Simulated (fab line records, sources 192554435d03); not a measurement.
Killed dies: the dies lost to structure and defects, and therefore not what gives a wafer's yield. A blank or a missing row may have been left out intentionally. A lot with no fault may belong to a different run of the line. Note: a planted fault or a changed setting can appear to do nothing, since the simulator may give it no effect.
Matching of chambers -- flow n5-finfet -- ald-sin-01 running N5_BEOL_M0_SAQP_SPACER2_ALD_26: 4 sister chambers
The step deposits SiO2, target thk 15 nm, pulse time 1 s, purge time 2 s. 4 wafers are shown with their chamber, then 9 later ones without.

== WAFERS WITH THEIR CHAMBER ==
wafer,chamber,heater-power-w (W)
L091.3,1,463
L091.4,2,413
L092.1,0,507
L092.5,3,539

== WAFERS WHOSE CHAMBER IS MISSING ==
wafer,heater-power-w (W)
L093.2,406
L093.4,542
L093.6,507
L096.1,454
L096.2,546
L096.3,398
L097.1,419
L097.4,534
L097.5,414

== CHAMBER TAKEN BY EACH ==
wafer,from the rows above,in truth
L093.2,2,2
L093.4,3,3
L093.6,0,0
L096.1,1,1
L096.2,3,3
L096.3,2,2
L097.1,2,2
L097.4,3,3
L097.5,2,2
Placed correctly: 9 of 9. From these rows, 0 cannot be placed. 0 placed wrongly.
How it was worked out, from the rows above alone: a wafer's distance from a chamber is the root of the sum, over the readings, of the square of ((its reading less the chamber's mean) divided by the reading's scatter). The wafer belongs to the nearest chamber; if the next one is less than 2 further off, it can't be placed. For every chamber, the mean is computed from those of its wafers that are shown. The scatter: with one shown wafer a chamber, the root of the mean of the squares of how far each hidden wafer lies from its nearest shown one.
